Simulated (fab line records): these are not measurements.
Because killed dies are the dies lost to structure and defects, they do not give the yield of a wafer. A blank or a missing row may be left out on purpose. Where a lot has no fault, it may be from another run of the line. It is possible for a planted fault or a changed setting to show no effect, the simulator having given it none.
fab line records + flow n5Finfet
record
- lots=4
- wafers=11
- lastDay=18
route steps=1938 shown BEOL_M6@1230 PASSIVATION@1936
lots that met no fault: from a run of the same line without faults
startH: hours from the record's opening day to when the first of the lot's shown wafers began + waitH: hours elapsed since this lot's preceding step + " unchanged from the row above + L1.1+2: several wafers, shown together as one row + - no value, or no start was given + * or withheld: withheld + < > ~ a bound
route shown NAME@n: a module of which the file shows steps, and the number in the route of the first + usual: mean/standard deviation taken from wafers without a fault + same: alike in all rows + chamber/n: place in a boat + sites: readings site by site + _std_site: their standard deviation + _edge_site: outer sites' mean less inner sites' + radiusMm: for every site, how far away it sits from the centre of the wafer + mask NAME#n: copy n + behind: the last tool/chamber to shape the wafer + hold: reason for holding the lot/hours on hold/outcome of the hold + device: transistor that didn't switch, given as n, p or np + end of line: the tests these same wafers got at the end of their route + for a step that has no rows: nothing shown but its recipe + killed: dies that structure and defects cost at the first sort, which is not the same as the wafer's yield + map: a wafer's dies, marking killed ones x, the rest . and places with no die _
set.NAME: setting as actually run; set.NAME@STEP: the setting as run at that earlier step + model.NAME: the simulator's own value behind a step, which no gauge read
a table for each step, a row for each wafer; lots at some steps of the route
services: when a tool's chamber went out of use (startH, in hours from the record's first day, below 0 if earlier), for how many hours, and the reason
## steps
# step N5_BEOL_M6_DESCUM_33
# recipe
- chemistry=O2
- timeS=7
- sourcePowerW=50
- biasPowerW=20
- pressureMtorr=20
- rfFrequencyHz=2.712e+07
- tempC=40
- resist=CAR-EUV
- o2FlowSccm=225
# step N5_BEOL_M6_ETCH_72
# recipe
- chemistry=N2/H2
- target=underlayer
- targetDepthA=65
- maskMaterial=CAR-EUV
- timeS=5.2
- ionEnergyEv=200
- pressureMtorr=30
- sourceW=840
- biasW=150
- n2FlowSccm=200
- h2FlowSccm=200
- ends=cleared
# step N5_BEOL_M6_ETCH_65
# recipe
- chemistry=CF4
- target=SiARC
- targetDepthA=156
- maskMaterial=CAR-EUV
- timeS=26
- ionEnergyEv=80
- pressureMtorr=40
- sourceW=545
- biasW=36
- Ar_flow_sccm=100
- cf4FlowSccm=100
- ends=cleared
# step N5_BEOL_M6_ETCH_66
# recipe
- chemistry=N2/H2
- target=SOC
- targetDepthA=800
- overetchA=160
- maskMaterial=SiARC
- tempC=40
- timeS=120
- ionEnergyEv=200
- pressureMtorr=30
- sourceW=840
- biasW=150
- n2FlowSccm=200
- h2FlowSccm=200
# step N5_BEOL_M6_STRIP_69
# recipe
- chemistry=N2/H2
- tempC=40
- n2FlowSccm=200
- h2FlowSccm=200
- rfFrequencyHz=6e+07
# step N5_BEOL_M6_STRIP_73
# recipe
- chemistry=N2/H2
- tempC=40
- n2FlowSccm=200
- h2FlowSccm=200
- rfFrequencyHz=6e+07
# step N5_BEOL_M6_VIA_ETCH_34
# recipe
- chemistry=C4F6/O2
- target=SiCOH_lowk
- targetDepthA=1263
- maskMaterial=SOC
- taperDeg=4
- timeS=50.9
- ionEnergyEv=250
- pressureMtorr=30
- sourceW=345
- biasW=185
- Ar_flow_sccm=300
- C4F6_flow_sccm=10
- O2_flow_sccm=10
# step N5_BEOL_M6_STRIP_76
# recipe
- chemistry=C4F6/O2
- resist=SiARC
- rfFrequencyHz=6e+07
# step N5_BEOL_M6_STRIP_36
# recipe
- chemistry=N2/H2
- powerW=450
- tempC=40
- pressureMtorr=20
- rfFrequencyHz=6e+07
- overashFraction=0.3
- biasPowerW=7
- h2Frac=0.5
- n2FlowSccm=200
- h2FlowSccm=200
# step N5_BEOL_M6_TRENCH_ETCH_37
# recipe
- chemistry=C4F6/O2
- targetDepthA=944.35
- target=SiCOH_lowk
- timeS=31.5
- ionEnergyEv=250
- pressureMtorr=30
- sourceW=345
- biasW=185
- Ar_flow_sccm=300
- C4F6_flow_sccm=10
- O2_flow_sccm=10
# usual
- chamberPressureMTorr=30.004/0.027
- drypumpMotorCurrentA=5.4/0.47
- mfcArSccm=299.9/1
- oes_f_703_au=0.77/0.061
- oes_o_777_au=0.78/0.059
- oesProductAu=0.79/0.064
- rfFwdPowerW=339.5/1.7
- rfVppV=674/13
- showerheadPlenumPTorr=2.91/0.089
- throttleValvePct=20.94/0.27
| lot.wafer | tool       | chamber | startH | waitH | chamberPressureMTorr | drypumpMotorCurrentA | mfcArSccm | oes_f_703_au | oes_o_777_au | oesProductAu | rfFwdPowerW | rfHoursCounterH | rfVppV | showerheadPlenumPTorr | throttleValvePct | model.BEOL_M6.featureDepthNm | model.etch.depthNm |
|-----------|------------|---------|--------|-------|----------------------|----------------------|-----------|--------------|--------------|--------------|-------------|-----------------|--------|-----------------------|------------------|------------------------------|--------------------|
| L458.2    | rieDiel-02 | 1       | 232.44 | -     | 30.018               | 5.0                  | 300.1     | 0.96         | 0.93         | 0.80         | 424.1       | 114             | 600    | 3.01                  | 21.05            | 97.2                         | 97.19              |
| L458.5    | "          | 0       | "      | "     | 30.026               | 4.9                  | 300.0     | 0.97         | 0.95         | 0.79         | 424.0       | -               | 618    | 2.81                  | 20.71            | 102.4                        | 102.5              |
| L458.6    | "          | 3       | "      | "     | 30.043               | 5.2                  | 299.7     | 1.04         | 1.01         | 0.79         | 423.1       | -               | 594    | 2.85                  | 21.04            | 104                          | 104                |
| L459.2    | rieDiel-02 | 1       | 247.53 | -     | 30.006               | 5.0                  | 299.3     | 0.94         | 0.93         | 0.80         | 426.2       | 121             | 599    | 3.01                  | 21.07            | 98                           | 97.9               |
| L459.3    | "          | 2       | "      | "     | 29.983               | 6.3                  | 299.7     | 1.02         | 0.96         | 0.87         | 421.5       | 75              | 589    | 3.02                  | 21.06            | 102.2                        | 102.3              |
| L459.5    | "          | 0       | "      | "     | 30.003               | 4.9                  | 300.8     | 0.96         | 0.94         | 0.79         | 422.4       | -               | 616    | 2.81                  | 20.71            | 103.2                        | 103.2              |
| L468.1    | rieDiel-05 | 3       | 311.29 | -     | 30.017               | 5.1                  | 299.8     | 0.78         | 0.78         | 0.79         | 340.0       | 126             | 681    | 2.84                  | 21.01            | 94.8                         | 94.89              |
| L468.3    | "          | 1       | "      | "     | 29.981               | 5.6                  | 299.8     | 0.73         | 0.77         | 0.73         | 336.3       | 183             | 693    | 2.96                  | 20.61            | 96                           | 95.9               |
| L468.5    | "          | 2       | "      | "     | 29.983               | 5.1                  | 300.5     | 0.86         | 0.87         | 0.90         | 337.6       | -               | 670    | 2.88                  | 20.50            | 95.6                         | 95.53              |
| L467.1    | rieDiel-02 | 1       | 326.01 | -     | 30.016               | 5.0                  | 299.9     | 0.71         | 0.72         | 0.73         | 341.5       | 148             | 669    | 2.99                  | 21.07            | 89                           | 89.06              |
| L467.5    | "          | 1       | "      | "     | 30.021               | 5.0                  | 300.6     | 0.71         | 0.72         | 0.73         | 341.0       | -               | 670    | 2.99                  | 21.08            | 89.8                         | 89.84              |
# step N5_BEOL_M6_ETCH_41
# recipe
- chemistry=CH3F/O2
- target=SiCN
- targetDepthA=297
- taperDeg=2
- timeS=52
- ionEnergyEv=120
- maskMaterial=TiN
- pressureMtorr=30
- sourceW=395
- biasW=75
- Ar_flow_sccm=150
- CH3F_flow_sccm=30
- O2_flow_sccm=20
# step N5_BEOL_M6_STRIP_80
# recipe
- chemistry=N2/H2
- timeS=10
- powerW=450
- tempC=40
- pressureMtorr=20
- rfFrequencyHz=6e+07
- biasPowerW=7
- n2FlowSccm=200
- h2FlowSccm=200
# step N5_BEOL_M6_OCD_MEAS_38
# usual
- trenchDepthNm=93.5/2.5
| lot.wafer | tool   | chamber | startH | waitH | trenchDepthNm |
|-----------|--------|---------|--------|-------|---------------|
| L458.2    | ocd-02 | -       | 232.59 | -     | 97.2          |
| L458.5    | "      | -       | "      | "     | 102.5         |
| L458.6    | "      | -       | "      | "     | 104.1         |
| L459.2    | ocd-01 | -       | 247.68 | -     | 98.3          |
| L459.3    | "      | -       | "      | "     | 102.3         |
| L459.5    | "      | -       | "      | "     | 103.2         |
| L468.1    | ocd-01 | -       | 311.44 | -     | 94.6          |
| L468.3    | "      | -       | "      | "     | 95.8          |
| L468.5    | "      | -       | "      | "     | 95.6          |
| L467.1    | ocd-02 | -       | 326.16 | -     | 89.0          |
| L467.5    | "      | -       | "      | "     | 90.0          |
# step N5_BEOL_M6_HM_STRIP_39
# recipe
- chemistry=peroxideTinStrip
- material=TiN
- targetDepthA=250
- tempC=50
- timeS=158
# step N5_BEOL_M6_SRD_40
# recipe
- timeS=30
- tempC=23
- rinseLiquid=diw
- dry=ipaMarangoni
# step N5_BEOL_M6_PRECLEAN_42
# recipe
- chemistry=residueRemover
- timeS=60
- tempC=40
# step N5_BEOL_M6_SRD_43
# recipe
- timeS=30
- tempC=23
- rinseLiquid=diw
- dry=ipaMarangoni
# step N5_BEOL_M6_CURE_75
# recipe
- tempC=370
- timeS=120
- ambient=DMADMS/He
- material=SiCOH_lowk
# step N5_BEOL_M6_DEGAS_44
# recipe
- ambient=vacuum
- tempC=250
- timeS=60
# step N5_BEOL_M6_PRE_CLEAN_45
# recipe
- gas=H2/He
- timeS=30
- tempC=250
# step N5_BEOL_M6_ALD_77
# recipe
- material=TaN
- targetThkA=20
- tempC=275
- aldPrecursorFamily=PDMAT
- aldCoReactant=NH3
- pressureTorr=3
- carrierFlowSccm=1500
- pulseTimeS=2
- purgeTimeS=3
- coReactantPurgeTimeS=2
- coReactantPulseTimeS=3
- aldCycles=40
- precursorVesselTempC=75
- precursorVesselPressureTorr=26.25
- precursorVesselCarrierSccm=1000
# step N5_BEOL_M6_SURFACE_TREAT_79
# recipe
- gas=Ar
- timeS=*
- ionEnergyEv=*
- ionCurrentMaCm2=0.5
- pressureMtorr=*
- arFlowSccm=30
# step N5_BEOL_M6_CVD_78
# recipe
- material=Co
- targetThkA=20
- tempC=withheld
- precursor=CCTBA/H2
- pressureTorr=30
- timeS=142.3
# step N5_BEOL_M6_SPUTTER_48
# recipe
- material=Cu
- targetThkA=100
- tempC=-20
- biasV=60
- powerW=26000
- chamberPressurePa=0.13
- timeS=1.667
# step N5_BEOL_M6_ECD_50
# recipe
- material=Cu
- targetThkA=3000
# step N5_BEOL_M6_ANNEAL_51
# recipe
- tempC=225
- timeS=90
- ambient=N2
# step N5_BEOL_M6_CMP_52
# recipe
- stopOn=SiCOH_lowk
- tOverpolishS=6.9
- downForcePsi=1
- platenRpm=50
- clearingPlatenDownForcePsi=1.5
- clearingPlatenRpm=50
- postCmpClean=cuAlkaline
- targetThkNm=80
- clearingPlatenPadVelocityMS=0.99484
- padVelocityMS=0.99484
# usual
- barrierFieldEndpointS=29.0/0.91
- motorCurrentA=6.0/0.63
- overpolishRunS=6.900/0.0089
- slurryFlowMlMin=150.0/0.44
- timeToEndpointS=63/3.9
| lot.wafer | tool   | chamber | startH | waitH | barrierFieldEndpointS | motorCurrentA | overpolishRunS | slurryFlowMlMin | timeToEndpointS | model.Cu_of_BEOL_M6_ECD_50.thkNm |
|-----------|--------|---------|--------|-------|-----------------------|---------------|----------------|-----------------|-----------------|----------------------------------|
| L458.2    | cmp-01 | 0       | 234.94 | 0.3   | 30.6                  | 5.3           | 6.898          | 150.3           | 67              | 83.4                             |
| L458.5    | "      | 1       | "      | "     | 29.2                  | 5.1           | 6.885          | 150.1           | 60              | 88                               |
| L458.6    | "      | 2       | "      | "     | 29.0                  | 6.3           | 6.904          | 150.2           | 59              | 88.2                             |
| L459.2    | cmp-01 | 3       | 250.92 | 0.3   | 30.6                  | 6.7           | 6.907          | 149.9           | 67              | 83.8                             |
| L459.3    | "      | 0       | "      | "     | 29.8                  | 5.4           | 6.908          | 150.6           | 68              | 89                               |
| L459.5    | "      | 1       | "      | "     | 30.4                  | 4.8           | 6.896          | 149.8           | 67              | 88.2                             |
| L468.3    | cmp-02 | 1       | 313.79 | 0.2   | 27.5                  | 6.4           | 6.900          | 150.2           | 60              | 80.8                             |
| L468.1    | "      | 3       | "      | "     | 27.9                  | 5.6           | 6.909          | 149.3           | 61              | 78.4                             |
| L468.5    | "      | 0       | "      | "     | 28.1                  | 6.9           | 6.887          | 149.6           | 62              | 81.2                             |
| L467.1    | cmp-02 | 0       | 329.62 | 0.3   | 28.7                  | 6.6           | 6.902          | 150.3           | 63              | 74.4                             |
| L467.5    | "      | 1       | "      | "     | 28.5                  | 6.3           | 6.891          | 148.7           | 61              | 75                               |
# step N5_BEOL_M6_THK_MEAS_53
# recipe
- thkMeasGauge=xrf
- reads=Cu_of_BEOL_M6_ECD_50
# usual
- M6_THK=79.5/2.9
| lot.wafer | tool         | chamber | startH | waitH | M6_THK[nm] |
|-----------|--------------|---------|--------|-------|------------|
| L458.2    | filmMetro-02 | -       | 235.12 | -     | 83.8       |
| L458.5    | "            | -       | "      | "     | 88.4       |
| L458.6    | "            | -       | "      | "     | 88.7       |
| L459.2    | filmMetro-01 | -       | 251.14 | -     | 83.5       |
| L459.3    | "            | -       | "      | "     | 88.6       |
| L459.5    | "            | -       | "      | "     | 87.7       |
| L468.1    | filmMetro-02 | -       | 314.04 | -     | 79.2       |
| L468.3    | "            | -       | "      | "     | 81.9       |
| L468.5    | "            | -       | "      | "     | 82.2       |
| L467.1    | filmMetro-02 | -       | 329.91 | -     | 76.0       |
| L467.5    | "            | -       | "      | "     | 76.2       |
# step N5_BEOL_M6_PRE_CLEAN_55
# recipe
- gas=NH3
- timeS=15
- tempC=withheld
- rfPowerW=300
# step N5_BEOL_M6_DEP_56
# recipe
- material=SiCN
- targetThkA=100
- tempC=withheld
- precursor=3MS/NH3
- pressureTorr=3
- rfW=202
- timeS=17.5
# step N5_BEOL_M6_RS_MEAS_57
# recipe
- thkMeasGauge=four-point-probe
- reads=Cu_of_BEOL_M6_ECD_50+Co_of_BEOL_M6_CVD_78+TaN_of_BEOL_M6_ALD_77
# usual
- M6_RS=0.291/0.012
| lot.wafer | tool         | chamber | startH | waitH | M6_RS[ohm/sq] |
|-----------|--------------|---------|--------|-------|---------------|
| L458.2    | filmMetro-01 | -       | 235.25 | 0.1   | 0.272         |
| L458.5    | "            | -       | "      | "     | 0.256         |
| L458.6    | "            | -       | "      | "     | 0.256         |
| L459.2    | filmMetro-02 | -       | 251.27 | 0.1   | 0.271         |
| L459.3    | "            | -       | "      | "     | 0.253         |
| L459.5    | "            | -       | "      | "     | 0.255         |
| L468.1    | filmMetro-02 | -       | 314.17 | 0.1   | 0.293         |
| L468.3    | "            | -       | "      | "     | 0.283         |
| L468.5    | "            | -       | "      | "     | 0.281         |
| L467.1    | filmMetro-02 | -       | 330.04 | 0.1   | 0.311         |
| L467.5    | "            | -       | "      | "     | 0.309         |
# step N5_PASSIVATION_PROBE_49
# usual
- defectLimitedYield=90.9/1.6
- killed_at_M0_to_M3=34/10
- killed_at_M4_up=13/5.4
- killedAtContacts=13/6
- killedAtFrontEnd=42/13
- killedAtOther=4/3.2
- killedDies=107/18
- killedOpen=69/14
- killedShort=35/7.7
- sort_bin_5_function=5.3/1
- sort_bin_6_memory=3.3/0.75
- sortNPass=1073/19
- sortYieldPct=90.9/1.6
# same
- grossDies=1180
- killedAtBackSide=0
- sort_bin_4_leakage[%]=0
- sort_bin_8_speed[%]=0
| lot.wafer | tool      | chamber | startH | waitH | defectLimitedYield[%] | killed_at_M0_to_M3 | killed_at_M4_up | killedAtContacts | killedAtFrontEnd | killedAtOther | killedDies | killedOpen | killedShort | sort_bin_5_function[%] | sort_bin_6_memory[%] | sortNPass | sortYieldPct[%] |
|-----------|-----------|---------|--------|-------|-----------------------|--------------------|-----------------|------------------|------------------|---------------|------------|------------|-------------|------------------------|----------------------|-----------|-----------------|
| L458.2    | prober-02 | -       | 312.66 | 0.1   | 93.3                  | 24                 | 13              | 0                | 40               | 2             | 79         | 45         | 32          | 4.1                    | 2.2                  | 1101      | 93.3            |
| L458.5    | prober-02 | -       | 312.81 | 0.2   | 93.3                  | 23                 | 14              | 7                | 30               | 5             | 79         | 39         | 29          | 3.5                    | 1.9                  | 1101      | 93.3            |
| L458.6    | prober-02 | -       | 312.86 | 0.3   | 94.2                  | 30                 | 9               | 7                | 21               | 1             | 68         | 40         | 28          | 3.2                    | 1.9                  | 1112      | 94.2            |
# killed by level:class
L458.2 FIN_SAQP:geometricParticle:short=14 FIN_SAQP:geometricParticle:open=13 BEOL_M4:geometricParticle:open=6 BEOL_M0_SAQP:geometricParticle:short=4 BEOL_M0_SAQP:geometricParticle:open=4 BEOL_M2:geometricParticle:open=4 STARTING-WAFER:geometricParticle:short=4 DUMMY_GATE:geometricParticle:open=3
L458.5 HKMG_FIN:areaEtch=10 BEOL_M4:geometricParticle:open=6 FIN_SAQP:geometricParticle:short=5 BEOL_M0_SAQP:geometricParticle:short=5 BEOL_M5:geometricParticle:open=5 STI_FIN_REVEAL:geometricParticle:open=4 MOL_CONTACT_COAG:geometricParticle:open=4 BEOL_M1:geometricParticle:open=4
L458.6 BEOL_M1:geometricParticle:open=9 BEOL_M0_SAQP:geometricParticle:short=8 STI_FIN_REVEAL:geometricParticle:open=6 BEOL_M0_SAQP:geometricParticle:open=5 MOL_CONTACT_COAG:geometricParticle:short=4 STARTING-WAFER:geometricParticle:short=4 FIN_SAQP:geometricParticle:short=3 FIN_SAQP:geometricParticle:open=3
## services
| tool       | chamber | startH | hours | kind                          |
|------------|---------|--------|-------|-------------------------------|
| cmp-01     | -       | 228.23 | 0.9   | repair                        |
| cmp-01     | -       | 230.09 | 1.5   | repair                        |
| cmp-02     | -       | 239.41 | 4.0   | pm                            |
| cmp-02     | -       | 243.41 | -     | consumableReplace:conditioner |
| cmp-02     | -       | 243.41 | -     | consumableReplace:pad         |
| cmp-01     | -       | 259.16 | 1.2   | repair                        |
| cmp-02     | -       | 263.19 | 4.4   | pm                            |
| rieDiel-05 | 3       | 264.39 | 4.8   | repair                        |
| rieDiel-05 | -       | 272.79 | 2.8   | pm                            |
| cmp-01     | -       | 281.15 | 0.8   | repair                        |
| rieDiel-05 | 0       | 301.41 | 5.1   | repair                        |
| rieDiel-02 | 2       | 322.94 | 2.0   | repair                        |
## key
firstSign
- step=N5_BEOL_M6_TRENCH_ETCH_37
- reading=rfFwdPowerW
- direction=up
- sigmas=48
- usual=*
- struck=*
effect
- step=N5_BEOL_M6_TRENCH_ETCH_37
- reading=rfVppV
- direction=down
- sigmas=5.6
- usual=674
- struck=603
effect
- step=N5_BEOL_M6_OCD_MEAS_38
- reading=trenchDepthNm
- direction=up
- sigmas=3.1
- usual=93.5
- struck=101.3
effect
- step=N5_BEOL_M6_THK_MEAS_53
- reading=M6_THK
- direction=up
- sigmas=2.5
- usual=79.5
- struck=86.8
effect
- step=N5_BEOL_M6_RS_MEAS_57
- reading=M6_RS
- direction=down
- sigmas=2.5
- usual=0.291
- struck=0.261
modelEffect
- step=N5_BEOL_M6_TRENCH_ETCH_37
- value=BEOL_M6.featureDepthNm
- without=93.03
- struck=101.2
modelEffect
- step=N5_BEOL_M6_CMP_52
- value=Cu_of_BEOL_M6_ECD_50.thkNm
- without=78.6
- struck=86.77
metAt N5_BEOL_M6_TRENCH_ETCH_37
struckWafers L458.2,L458.5,L458.6,L459.2,L459.3,L459.5
baselineLoss
- step=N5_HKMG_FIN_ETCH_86
- wafers=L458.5
fault
- kind=processParameterDrift
- tool=rieDiel-02
- chamber=-
- onsetH=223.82
- steps=N5_BEOL_M6_TRENCH_ETCH_37
- channel=sourceW
- offset=82.8
- shape=step
- endH=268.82
- actsIn=theseRecipesOnly
- stated=345
# baselineLoss: these wafers lose ten dies or more at that step, a loss of the line's own and not of a fault; the sort's usual values leave them out
